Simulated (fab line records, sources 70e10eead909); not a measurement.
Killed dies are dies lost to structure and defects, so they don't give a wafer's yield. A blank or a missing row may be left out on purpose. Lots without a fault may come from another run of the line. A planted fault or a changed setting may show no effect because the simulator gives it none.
Chamber matching | flow nand_harc | NHARC_A_STAIRCASE_TRIM_187 on rie_diel-03: 4 sister chambers
The step chemistry O2, time 211.2 s. 8 wafers are shown with their chamber, then 8 later ones without.

WAFERS WITH THEIR CHAMBER
wafer  | chamber | oes_product_au (a.u.) | showerhead_plenum_p_Torr (Torr)
L087.1 | 1       | 1.012                 | 3.80
L087.5 | 0       | 1.031                 | 3.43
L088.1 | 3       | 0.987                 | 3.70
L088.4 | 0       | 1.033                 | 3.43
L091.4 | 1       | 0.993                 | 3.80
L091.5 | 2       | 0.991                 | 3.35
L091.6 | 3       | 0.981                 | 3.69
L093.2 | 2       | 0.973                 | 3.35

WAFERS WITHOUT THEIR CHAMBER
wafer  | oes_product_au (a.u.) | showerhead_plenum_p_Torr (Torr)
L093.5 | 0.992                 | 3.80
L093.6 | 1.016                 | 3.42
L096.1 | 1.008                 | 3.79
L096.4 | 0.989                 | 3.35
L096.6 | 0.985                 | 3.35
L095.1 | 1.026                 | 3.42
L095.4 | 1.001                 | 3.68
L095.6 | 0.996                 | 3.68

WHICH CHAMBER EACH WENT THROUGH
wafer  | from the rows above | in truth
L093.5 | 1                   | 1
L093.6 | 0                   | 0
L096.1 | 1                   | 1
L096.4 | 2                   | 2
L096.6 | 2                   | 2
L095.1 | 0                   | 0
L095.4 | 3                   | 3
L095.6 | 3                   | 3
Placed correctly: 8 of 8. Can't be placed from these rows: 0. Placed wrongly: 0.
How it was worked out, from the rows above alone: a wafer's distance from a chamber is the root of the sum, over the readings, of the square of ((its reading less the chamber's mean) divided by the reading's scatter). The wafer belongs to the nearest chamber; if the next one is less than 2 further off, it can't be placed. A chamber's mean is the mean of its shown wafers. The scatter: the root of (the sum of the squares of (reading less its chamber's mean) over the shown wafers, divided by (wafers less chambers)).
